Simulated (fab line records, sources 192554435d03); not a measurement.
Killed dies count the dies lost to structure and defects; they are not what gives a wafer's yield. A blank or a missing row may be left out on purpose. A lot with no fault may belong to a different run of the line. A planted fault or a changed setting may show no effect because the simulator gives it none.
Matching of chambers + flow n5 finfet + N5_BEOL_M4_ETCHBACK_99 on rie diel-03: 3 sister chambers
The step etches SiO2 in CHF3, target depth 5 nm, time 10.4 s. 6 wafers are shown with their chamber, then 5 later ones without.

WAFERS WITH THEIR CHAMBER
| wafer  | chamber | throttle valve pct (%) | rf vpp V (V) |
|--------|---------|------------------------|--------------|
| L080.2 | 0       | 17.31                  | 234          |
| L087.1 | 0       | 17.33                  | 232          |
| L087.4 | 1       | 16.94                  | 226          |
| L087.6 | 2       | 16.48                  | 245          |
| L088.1 | 2       | 16.51                  | 244          |
| L088.4 | 1       | 16.96                  | 228          |

WAFERS WITH NO CHAMBER GIVEN
| wafer  | throttle valve pct (%) | rf vpp V (V) |
|--------|------------------------|--------------|
| L088.5 | 16.94                  | 226          |
| L091.1 | 16.50                  | 244          |
| L091.6 | 16.95                  | 227          |
| L094.4 | 16.52                  | 243          |
| L094.5 | 16.97                  | 227          |

THE CHAMBER EACH PASSED THROUGH
| wafer  | from the rows above | in truth |
|--------|---------------------|----------|
| L088.5 | 1                   | 1        |
| L091.1 | 2                   | 2        |
| L091.6 | 1                   | 1        |
| L094.4 | 2                   | 2        |
| L094.5 | 1                   | 1        |
5 of 5 placed correctly. Left unplaced by these rows: 0. Number placed wrongly: 0.
How it was worked out, from the rows above alone: a wafer's distance from a chamber is the root of the sum, over the readings, of the square of ((its reading less the chamber's mean) divided by the reading's scatter). If the next closest chamber is less than 2 further off than the closest, the wafer can't be placed; otherwise it belongs to the closest. The mean given for a chamber averages the wafers shown for that chamber. The scatter: take each reading less its chamber's mean, square it, sum over the shown wafers, divide by the number of wafers less the number of chambers, and take the root.
